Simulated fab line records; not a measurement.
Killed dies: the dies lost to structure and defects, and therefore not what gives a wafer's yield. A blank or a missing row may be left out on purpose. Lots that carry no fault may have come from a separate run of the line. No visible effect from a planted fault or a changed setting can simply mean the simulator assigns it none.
Which tool is to blame? -- flow n5 finfet -- 10 lots, 30 wafers sampled, at 5 steps of a route of 1938

== WHAT THE GAUGES READ, wafer by wafer ==
N5_BEOL_M5_CD_MEAS_18: pitch 56 nm, target cd 28 nm. Usual: cd nm 28.0 nm, standard deviation 0.41.
lot,measured,on,cd nm (nm),flag
L380,day 9 02:07,cd sem-01,27.8 28.1 28.5,
L382,day 9 17:26,cd sem-01,27.9 28.5 28.3,
L384,day 10 00:56,cd sem-02,28.2 28.1 27.8,
L386,day 10 06:56,cd sem-01,28.3 27.2 26.9,
L385,day 10 07:16,cd sem-02,27.3 27.9 27.1,
L387,day 11 07:47,cd sem-02,28.4 28.0 27.6,
L388,day 11 20:34,cd sem-01,28.3 28.1 28.9,
L396,day 13 03:25,cd sem-02,28.3 28.4 29.7,
L401,day 14 06:05,cd sem-03,27.3 27.8 28.5,
L403,day 15 02:36,cd sem-01,27.7 27.5 28.3,

N5_BEOL_M5_CD_MEAS_28: target cd 30.6 nm, target cd y 20 nm. Usual: cd nm 30.65 nm, standard deviation 0.23.
lot,measured,on,cd nm (nm),flag
L380,day 9 06:17,cd sem-01,30.91 30.67 30.52,
L382,day 9 17:59,cd sem-01,30.47 30.97 31.06,
L384,day 10 03:42,cd sem-01,30.26 30.71 30.24,
L386,day 10 07:37,cd sem-02,31.25 30.78 30.62,
L385,day 10 07:40,cd sem-03,30.37 30.92 30.75,
L387,day 11 08:54,cd sem-02,30.75 30.55 31.03,
L388,day 11 20:57,cd sem-03,30.90 30.89 30.82,
L396,day 13 04:14,cd sem-02,30.89 30.68 30.57,
L401,day 14 06:23,cd sem-02,30.62 31.05 30.57,
L403,day 15 03:31,cd sem-01,30.47 30.70 30.60,

== WHICH TOOL RAN EACH LOT (tool, then ch and the chambers of the sampled wafers, then the start) ==
lot,N5_BEOL_M5_ETCH_61,N5_BEOL_M5_ETCH_62,N5_BEOL_M5_HM_OPEN_17
L380,"rie diel-05 ch 0,1,3, day 9 01:44","rie diel-05 ch 0,1,3, day 9 01:46","rie metal-01 ch 0,1, day 9 01:58"
L382,"rie diel-02 ch 0,1,3, day 9 16:55","rie diel-02 ch 0,1,3, day 9 16:57","rie metal-03 ch 0,1, day 9 17:09"
L384,"rie diel-02 ch 1,3, day 10 00:31","rie diel-02 ch 1,3, day 10 00:33","rie metal-03 ch 0,1, day 10 00:45"
L386,"rie diel-04 ch 1,2,3, day 10 06:28","rie diel-04 ch 1,2,3, day 10 06:30","rie metal-03 ch 0,1, day 10 06:40"
L385,"rie diel-04 ch 0,2,3, day 10 06:41","rie diel-04 ch 0,2,3, day 10 06:43","rie metal-02 ch 1, day 10 06:55"
L387,"rie diel-05 ch 0,3, day 11 07:20","rie diel-05 ch 0,3, day 11 07:22","rie metal-01 ch 0,1, day 11 07:32"
L388,"rie diel-05 ch 0,2,3, day 11 20:10","rie diel-05 ch 0,2,3, day 11 20:12","rie metal-03 ch 0,1, day 11 20:22"
L396,"rie diel-02 ch 0,1,3, day 13 02:56","rie diel-02 ch 0,1,3, day 13 02:58","rie metal-02 ch 0, day 13 03:08"
L401,"rie diel-04 ch 2,3, day 14 05:42","rie diel-04 ch 2,3, day 14 05:44","rie metal-02 ch 0,1, day 14 05:55"
L403,"rie diel-04 ch 2,3, day 15 02:05","rie diel-04 ch 2,3, day 15 02:07","rie metal-02 ch 1, day 15 02:17"
- N5_BEOL_M5_ETCH_61: etches SiARC in CF4, target depth 15.6 nm, time 26 s.
- N5_BEOL_M5_ETCH_62: etches SOC in N2/H2, target depth 75 nm, overetch 15 nm, time 112.5 s.
- N5_BEOL_M5_HM_OPEN_17: chemistry Cl2/BCl3, target TiN, target depth 20 nm, overetch 6 nm.

== AS READ BY THE TOOLS THEMSELVES (means over the sampled wafers that have a number; for cases with no such wafer, the mark the record gives instead) ==
N5_BEOL_M5_ETCH_61. Usual: drypump motor current A 5.6 A, standard deviation 0.46; etch rf on time s 25.8 s, standard deviation 0.53; oes product au 0.70 a.u., standard deviation 0.072; rf vpp V 184.3 V, standard deviation 1.3; showerhead plenum p Torr 2.16 Torr, standard deviation 0.086; throttle valve pct 15.68 %, standard deviation 0.19.
lot,tool,drypump motor current A (A),etch rf on time s (s),oes product au (a.u.),rf vpp V (V),showerhead plenum p Torr (Torr),throttle valve pct (%),flag
L380,rie diel-05,5.9,26.2,0.64,184.0,2.13,15.67,
L382,rie diel-02,5.5,25.3,0.74,183.5,2.11,15.68,
L384,rie diel-02,5.5,25.2,0.78,182.7,2.10,15.58,
L386,rie diel-04,5.8,26.1,0.65,184.4,2.14,15.82,
L385,rie diel-04,5.7,25.7,0.72,185.0,2.20,15.68,
L387,rie diel-05,5.6,26.0,0.63,183.6,2.10,15.67,
L388,rie diel-05,5.6,26.0,0.65,183.6,2.12,15.64,
L396,rie diel-02,5.5,25.3,0.71,183.1,2.10,15.74,
L401,rie diel-04,6.2,25.8,0.67,184.5,2.19,15.92,
L403,rie diel-04,6.2,25.8,0.66,183.9,2.12,15.91,

N5_BEOL_M5_ETCH_62. Usual: drypump motor current A 5.7 A, standard deviation 0.46; oes product au 0.64 a.u., standard deviation 0.061; rf vpp V 525 V, standard deviation 3.2; showerhead plenum p Torr 2.57 Torr, standard deviation 0.11; throttle valve pct 17.96 %, standard deviation 0.21.
lot,tool,drypump motor current A (A),oes product au (a.u.),rf vpp V (V),showerhead plenum p Torr (Torr),throttle valve pct (%),flag
L380,rie diel-05,5.9,0.59,524,2.55,18.04,
L382,rie diel-02,5.5,0.66,523,2.51,17.99,
L384,rie diel-02,5.5,0.71,522,2.50,17.96,
L386,rie diel-04,5.8,0.62,523,2.55,18.05,
L385,rie diel-04,5.7,0.66,527,2.63,17.97,
L387,rie diel-05,5.6,0.58,522,2.51,18.03,
L388,rie diel-05,5.6,0.61,523,2.52,17.94,
L396,rie diel-02,5.5,0.64,524,2.50,18.02,
L401,rie diel-04,6.1,0.62,526,2.61,18.16,
L403,rie diel-04,6.2,0.60,524,2.53,18.25,

N5_BEOL_M5_HM_OPEN_17. Usual: drypump motor current A 5.65 A, standard deviation 0.26; oes product au 0.70 a.u., standard deviation 0.096; throttle valve pct 22.2 %, standard deviation 0.31.
lot,tool,drypump motor current A (A),oes product au (a.u.),throttle valve pct (%),flag
L380,rie metal-01,5.50,0.70,22.2,
L382,rie metal-03,5.70,0.76,21.8,
L384,rie metal-03,5.72,0.76,21.9,
L386,rie metal-03,5.48,0.73,21.9,
L385,rie metal-02,5.93,0.52,22.6,
L387,rie metal-01,5.45,0.63,22.4,
L388,rie metal-03,5.47,0.73,21.9,
L396,rie metal-02,5.79,0.79,22.4,
L401,rie metal-02,5.83,0.76,22.4,
L403,rie metal-02,5.89,0.78,22.3,

== THE ANSWER, worked out from the rows above alone ==
Rule: a lot is off if the mean of its wafers that have a number lies more than 3 standard deviations from the usual mean. A lot without any number at a reading at which 4 lots or more have one is off too. Any other lot the step has rows for is counted as sound. After the gauges, taken in route order, come the tools' own readings; for these a lot's mean is taken, as printed above. At the first step where some lot is off, the reading lying furthest off is the one used; lots without a number count as furthest.
None of the lots is off at any reading shown; this tells nothing.

== WHAT THE SIMULATOR HAD INSERTED ==
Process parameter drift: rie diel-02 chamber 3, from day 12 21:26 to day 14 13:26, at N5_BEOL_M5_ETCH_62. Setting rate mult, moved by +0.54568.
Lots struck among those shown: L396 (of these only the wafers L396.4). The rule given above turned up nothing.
